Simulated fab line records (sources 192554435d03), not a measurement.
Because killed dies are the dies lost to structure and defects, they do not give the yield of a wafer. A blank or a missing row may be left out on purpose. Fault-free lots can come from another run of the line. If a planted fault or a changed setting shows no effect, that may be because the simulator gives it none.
fab line records -- flow n5-finfet
record: lots: 4, wafers: 12, last-day: 17
route steps=1938 shown BEOL_M5@1185 BEOL_M6@1194 PASSIVATION@1936
lots untouched by any fault: they come from a run of this same line in which no faults occurred
start-h: the number of hours between the record's first day and the start of the first shown wafer of the lot -- wait-h: how many hours have passed since the lot's step before this one -- " unchanged from the row above -- L1.1+2: a single row standing in for several wafers -- - value missing, or start not given -- * or withheld: withheld -- < > ~ a bound
route shown NAME@n: NAME is a module with steps in the file, n the number in the route of the first one -- usual: mean/standard deviation of fault-free wafers -- same: alike in all rows -- chamber/n: place in a boat -- sites: the reading at each site -- _std_site: standard deviation across them -- _edge_site: outer sites' mean less inner sites' -- radius-mm: how far each site lies from the wafer's centre -- mask NAME#n: copy n -- behind: the most recent tool/chamber to have shaped the wafer -- hold: cause of the lot's hold/its duration in hours/its outcome -- device: names the non-switching transistor (n, p or np) -- end of line: tests of these same wafers at the route's end -- a step given without rows: its recipe and nothing more -- killed: at the first sort, the dies lost to defects and structure; wafer yield is something else -- map: shows each die of a wafer: x if killed, . if not, _ if none is there
set.NAME: the setting the step ran with; set.NAME@STEP: the setting that earlier step ran with -- model.NAME: the simulator's own value behind a step, which no gauge read
a table for each step, a row for each wafer; lots at some steps of the route
services: a tool's chamber out of use, with start hour (start-h, from the record's first day; less than 0 if before it), hours out, and reason
== steps ==
step: N5_BEOL_M5_ANNEAL_51
recipe: temp-c: 225, time-s: 90, ambient: N2
step: N5_BEOL_M5_CMP_52
recipe: stop-on: SiCOH_lowk, t-overpolish-s: 6.9, down-force-psi: 1, platen-rpm: 50, clearing-platen-down-force-psi: 1.5, clearing-platen-rpm: 50, post-cmp-clean: cu-alkaline, target-thk-nm: 62, clearing-platen-pad-velocity-m-s: 0.99484, pad-velocity-m-s: 0.99484
step: N5_BEOL_M5_PRE_CLEAN_77
recipe: gas: NH3/H2, time-s: 15, temp-c: *, rf-power-w: 300
step: N5_BEOL_M5_CO_CAP_78
recipe: material: Co, target-thk-a: 20, temp-c: 200, precursor: CCTBA/H2, pressure-torr: 30, time-s: 102.1
step: N5_BEOL_M5_PRE_CLEAN_55
recipe: gas: NH3, time-s: 15, temp-c: withheld, rf-power-w: 300
step: N5_BEOL_M5_DEP_56
recipe: material: SiCN, target-thk-a: 80, temp-c: withheld, precursor: 3MS/NH3, pressure-torr: 3, rf-w: 202, time-s: 14
step: N5_BEOL_M6_ILD_DEP_00
recipe: material: SiCOH_lowk, target-thk-a: 1797.5, temp-c: 300, precursor: DEMS/porogen, pressure-torr: 5, rf-w: 500, time-s: 33.4
step: N5_BEOL_M6_CURE_74
recipe: temp-c: 385, time-s: 240, ambient: He/Ar, material: SiCOH_lowk
step: N5_BEOL_M6_PECVD_70
recipe: material: SiO2, target-thk-a: 200, temp-c: 400, precursor: TEOS/O2, pressure-torr: 5.5, rf-w: 450, teos-flow-sccm: 53.8, gas: O2, flow-sccm: 3000, time-s: 22.7
usual: heater-power-w: 723/120, showerhead-plenum-p-Torr: 8.82/0.066, throttle-valve-pct: 22.5/1.2
lot.wafer,tool,chamber,start-h,wait-h,heater-power-w,showerhead-plenum-p-Torr,throttle-valve-pct,model.SiO2_of_BEOL_M6_PECVD_70.thk-nm
L528.2,pecvd-02,1,213.95,0.0,542,8.82,24.1,19.6
L528.4,pecvd-02,1,213.95,0.0,544,8.82,23.9,20
L528.6,pecvd-02,2,213.95,0.0,612,8.78,21.9,19.4
L533.2,pecvd-02,2,257.75,0.0,660,8.77,22.3,14.2
L533.3,pecvd-02,0,257.75,0.0,887,8.85,22.2,14.4
L533.4,pecvd-02,1,257.75,0.0,603,8.81,23.9,14.6
L539.2,pecvd-02,0,282.44,0.0,968,8.83,22.1,13.8
L539.3,pecvd-02,2,282.44,0.0,582,8.78,21.8,13.8
L539.4,pecvd-02,2,282.44,0.0,589,8.77,22.0,13.8
L545.1,pecvd-03,2,316.16,0.0,732,8.76,20.9,20.2
L545.2,pecvd-03,1,316.16,0.0,704,8.92,24.1,20
L545.3,pecvd-03,0,316.16,0.0,803,8.93,23.6,19.8
step: N5_BEOL_M6_HM_DEP_02
recipe: material: TiN, target-thk-a: 200, temp-c: 25, chamber-pressure-pa: 0.49996
step: N5_BEOL_M6_COAT_59
recipe: resist: SOC, temp-c: 250, time-s: 60, spin-rpm: 1500, resist-thk-nm: 100
step: N5_BEOL_M6_COAT_60
recipe: resist: SiARC, temp-c: 220, time-s: 60, spin-rpm: 1500, resist-thk-nm: 35
step: N5_BEOL_M6_COAT_05
recipe: resist: CAR-ArF, spin-rpm: 1500, resist-thk-nm: 90
step: N5_BEOL_M6_EBR_07
recipe: solvent: PGMEA, ebr-width-mm: 1.5
step: N5_BEOL_M6_SOFTBAKE_06
recipe: temp-c: 110, time-s: 60, resist: CAR-ArF
step: N5_BEOL_M6_EXPOSE_08
recipe: mask-id: M6, na: 1.35, source-shape: dipole, sigma-inner: 0.817, sigma-outer: 0.97, polarization: te, dose-mj: 68.25
step: N5_BEOL_M6_PEB_09
recipe: peb-temp-c: withheld, peb-time-s: 60, resist: CAR-ArF
step: N5_BEOL_M6_DEVELOP_10
recipe: develop-time-s: 30, developer: TMAH, resist: CAR-ArF, rinse-liquid: diw, dry: air-spin, dev-temp-c: 23
step: N5_BEOL_M6_DESCUM_16
recipe: chemistry: O2, time-s: 7.9, source-power-w: 50, bias-power-w: 20, pressure-mtorr: 20, rf-frequency-hz: 2.712e+07, temp-c: 40, resist: CAR-ArF, o2-flow-sccm: 225
step: N5_BEOL_M6_ETCH_61
recipe: chemistry: CF4, target: SiARC, target-depth-a: 455, mask-material: CAR-ArF, time-s: 75.8, ion-energy-ev: 80, pressure-mtorr: 40, source-w: 545, bias-w: 36, Ar_flow_sccm: 100, cf4-flow-sccm: 100, ends: cleared
step: N5_BEOL_M6_ETCH_62
recipe: chemistry: N2/H2, target: SOC, target-depth-a: 1100, overetch-a: 220, mask-material: SiARC, temp-c: 40, time-s: 165, ion-energy-ev: 200, pressure-mtorr: 30, source-w: 840, bias-w: 150, n2-flow-sccm: 200, h2-flow-sccm: 200
step: N5_BEOL_M6_STRIP_68
recipe: chemistry: N2/H2, temp-c: 40, n2-flow-sccm: 200, h2-flow-sccm: 200, rf-frequency-hz: 6e+07
step: N5_BEOL_M6_STRIP_67
recipe: chemistry: CF4, resist: SiARC, power-w: 300, bias-power-w: 75, pressure-mtorr: 50, cf4-flow-sccm: 150, rf-frequency-hz: 6e+07
step: N5_BEOL_M6_HM_OPEN_17
recipe: chemistry: Cl2/BCl3, target-depth-a: 200, overetch-a: 60, target: TiN, mask-material: SOC, ion-energy-ev: 150, pressure-mtorr: 10, icp-w: 1000, bias-w: 126, Cl2_flow_sccm: 53.25, bcl3-flow-sccm: 21.75, Ar_flow_sccm: 25
step: N5_BEOL_M6_STRIP_19
recipe: chemistry: O2, power-w: 400, temp-c: 40, pressure-mtorr: 30, rf-frequency-hz: 6e+07, bias-power-w: 0, overash-fraction: 0.2, o2-flow-sccm: 225
step: N5_BEOL_M6_COAT_63
recipe: resist: SOC, temp-c: 250, time-s: 60, spin-rpm: 1500, resist-thk-nm: 60
step: N5_BEOL_M6_COAT_64
recipe: resist: SiARC, temp-c: 220, time-s: 60, spin-rpm: 1500, resist-thk-nm: 12
step: N5_BEOL_M6_COAT_71
recipe: resist: underlayer, temp-c: 205, time-s: 60, spin-rpm: 1500, resist-thk-nm: 5
step: N5_BEOL_M6_COAT_22
recipe: resist: CAR-EUV, spin-rpm: 1500, resist-thk-nm: 30
step: N5_BEOL_M6_EBR_24
recipe: solvent: PGMEA, ebr-width-mm: 1.5
step: N5_BEOL_M6_SOFTBAKE_23
recipe: temp-c: 110, time-s: 60, resist: CAR-EUV
step: N5_BEOL_M6_EXPOSE_25
recipe: mask-id: V5, na: 0.33, source-shape: annular, sigma-inner: 0.4, sigma-outer: 0.8, polarization: unpolarized, target-cd-nm: 40, dose-mj: 45
step: N5_BEOL_M6_PEB_26
recipe: peb-temp-c: 100, peb-time-s: 60, resist: CAR-EUV
step: N5_BEOL_M6_DEVELOP_27
recipe: develop-time-s: 30, developer: TMAH, resist: CAR-EUV, rinse-liquid: surfactant-rinse, dry: air-spin, dev-temp-c: 23
step: N5_BEOL_M6_HM_STRIP_39
recipe: chemistry: peroxide-tin-strip, material: TiN, target-depth-a: 250, temp-c: 50, time-s: 158
same: time-s: 158
lot.wafer,tool,chamber,start-h,wait-h,model.SiO2_of_BEOL_M6_PECVD_70.thk-nm
L528.2+6,wet-bench-03,"3,6",217.14,0.0,19.4
L528.4,wet-bench-03,4,217.14,0.0,19.8
L533.2,wet-bench-02,5,264.51,0.0,14
L533.3,wet-bench-02,7,264.51,0.0,14.2
L533.4,wet-bench-02,4,264.51,0.0,14.4
L539.2+3,wet-bench-03,"7,6",285.03,0.0,13.6
L539.4,wet-bench-03,1,285.03,0.0,13.8
L545.1,wet-bench-05,1,319.40,0.0,20
L545.2,wet-bench-05,7,319.40,0.0,19.8
L545.3,wet-bench-05,2,319.40,0.0,19.6
step: N5_BEOL_M6_CMP_52
recipe: stop-on: SiCOH_lowk, t-overpolish-s: 6.9, down-force-psi: 1, platen-rpm: 50, clearing-platen-down-force-psi: 1.5, clearing-platen-rpm: 50, post-cmp-clean: cu-alkaline, target-thk-nm: 80, clearing-platen-pad-velocity-m-s: 0.99484, pad-velocity-m-s: 0.99484
usual: barrier-field-endpoint-s: 28.6/0.79, clearing-platen-rpm: 49.998/0.024, motor-current-A: 6.0/0.66
lot.wafer,tool,chamber,start-h,wait-h,barrier-field-endpoint-s,clearing-platen-rpm,motor-current-A
L528.2,cmp-01,2,221.29,0.2,28.5,49.956,5.5
L528.4,cmp-01,1,221.29,0.2,28.3,49.995,6.4
L528.6,cmp-01,3,221.29,0.2,28.4,49.998,6.3
L533.3,cmp-04,0,267.25,0.3,22.1,49.975,5.9
L533.2,cmp-04,1,267.25,0.3,21.4,50.054,4.9
L533.4,cmp-04,2,267.25,0.3,22.6,49.986,5.5
L539.3,cmp-04,1,288.74,0.2,20.0,50.015,4.8
L539.2,cmp-04,3,288.74,0.2,20.8,49.974,5.9
L539.4,cmp-04,0,288.74,0.2,20.5,50.012,5.9
L545.2,cmp-01,2,322.20,0.2,29.1,50.016,6.0
L545.3,cmp-01,3,322.20,0.2,30.0,50.031,6.0
L545.1,cmp-01,0,322.20,0.2,29.2,49.983,7.4
step: N5_PASSIVATION_PROBE_49
usual: defect-limited-yield: 91.3/1.5, killed_at_M0_to_M3: 33/12, killed_at_M4_up: 13/5.2, killed-at-contacts: 13/6.7, killed-at-front-end: 40/11, killed-at-other: 4.1/2.7, killed-dies: 103/17, killed-open: 69/13, killed-short: 33/8.4, sort_bin_5_function: 5.1/1, sort_bin_6_memory: 3.2/0.62, sort-n-pass: 1077/17, sort-yield-pct: 91.3/1.5
same: gross-dies: 1180, killed-at-back-side: 0, sort_bin_4_leakage[%]: 0, sort_bin_8_speed[%]: 0
lot.wafer,tool,chamber,start-h,wait-h,defect-limited-yield[%],killed_at_M0_to_M3,killed_at_M4_up,killed-at-contacts,killed-at-front-end,killed-at-other,killed-dies,killed-open,killed-short,sort_bin_5_function[%],sort_bin_6_memory[%],sort-n-pass,sort-yield-pct[%]
L533.2,prober-01,-,364.52,0.1,90.4,18,26,24,40,5,113,83,29,5.4,3.8,1067,90.4
L533.3,prober-01,-,364.57,0.1,90.8,30,10,20,46,2,108,79,28,6.3,2.6,1072,90.8
L533.4,prober-01,-,364.62,0.2,90.3,28,14,15,52,5,114,81,33,5.3,4.4,1066,90.3
killed by level:class
L533.2 MOL_CONTACT_COAG:geometric-particle:open=22 FIN_SAQP:geometric-particle:short=12 BEOL_M4:geometric-particle:open=12 STI_FIN_REVEAL:geometric-particle:open=9 FIN_SAQP:geometric-particle:open=7 BEOL_M1:geometric-particle:open=6 BEOL_M3:geometric-particle:open=5 BEOL_M6:geometric-particle:open=5
L533.3 MOL_CONTACT_COAG:geometric-particle:open=16 STI_FIN_REVEAL:geometric-particle:open=11 BEOL_M1:geometric-particle:open=9 FIN_SAQP:geometric-particle:open=8 DUMMY_GATE:geometric-particle:open=6 BEOL_M0_SAQP:geometric-particle:short=5 FIN_SAQP:geometric-particle:short=4 GATE_CUT:geometric-particle:open=4
L533.4 FIN_SAQP:geometric-particle:open=17 MOL_CONTACT_COAG:geometric-particle:open=13 STI_FIN_REVEAL:geometric-particle:open=12 FIN_SAQP:geometric-particle:short=10 BEOL_M1:geometric-particle:open=6 BEOL_M5:geometric-particle:open=6 BEOL_M0_SAQP:geometric-particle:open=5 BEOL_M2:geometric-particle:open=5
== services ==
tool,chamber,start-h,hours,kind
pecvd-03,2,202.38,-,clean
pecvd-03,2,202.38,-,consumable-replace:showerhead
pecvd-03,2,202.38,29.0,scheduled-down
pecvd-03,2,202.38,29.0,vent-cycle
wet-bench-02,-,220.82,1.0,repair
pecvd-03,0,222.11,2.1,scheduled-down
wet-bench-03,-,226.66,1.0,repair
cmp-01,-,236.34,4.0,pm
cmp-01,-,240.34,-,consumable-replace:conditioner
cmp-01,-,240.34,-,consumable-replace:pad
pecvd-02,2,249.49,2.1,scheduled-down
pecvd-03,0,275.91,7.4,repair
pecvd-03,0,294.35,16.5,scheduled-down
pecvd-03,1,301.75,6.2,repair
pecvd-02,-,308.21,5.5,pm
cmp-01,-,313.93,4.5,pm
wet-bench-03,-,317.76,1.9,pm
== key ==
first-sign: step: N5_BEOL_M6_CMP_52, reading: barrier-field-endpoint-s, direction: down, sigmas: 9.3, usual: 28.6, struck: 21.2
effect none on later readings
model-effect: step: N5_BEOL_M6_PECVD_70, value: SiO2_of_BEOL_M6_PECVD_70.thk-nm, without: 19.57, struck: 14.1
model-effect: step: N5_BEOL_M6_HM_STRIP_39, value: SiO2_of_BEOL_M6_PECVD_70.thk-nm, without: 19.37, struck: 13.93
met-at N5_BEOL_M6_PECVD_70
struck-wafers L533.2,L533.3,L533.4,L539.2,L539.3,L539.4
onset-between 213.95 257.75
also-fits N5_BEOL_M6_CMP_52:cmp-04
fault: kind: process-parameter-drift, tool: pecvd-02, chamber: -, onset-h: 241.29, steps: N5_BEOL_M6_PECVD_70, channel: time-s, offset: *, shape: step, end-h: 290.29, acts-in: *, stated: *
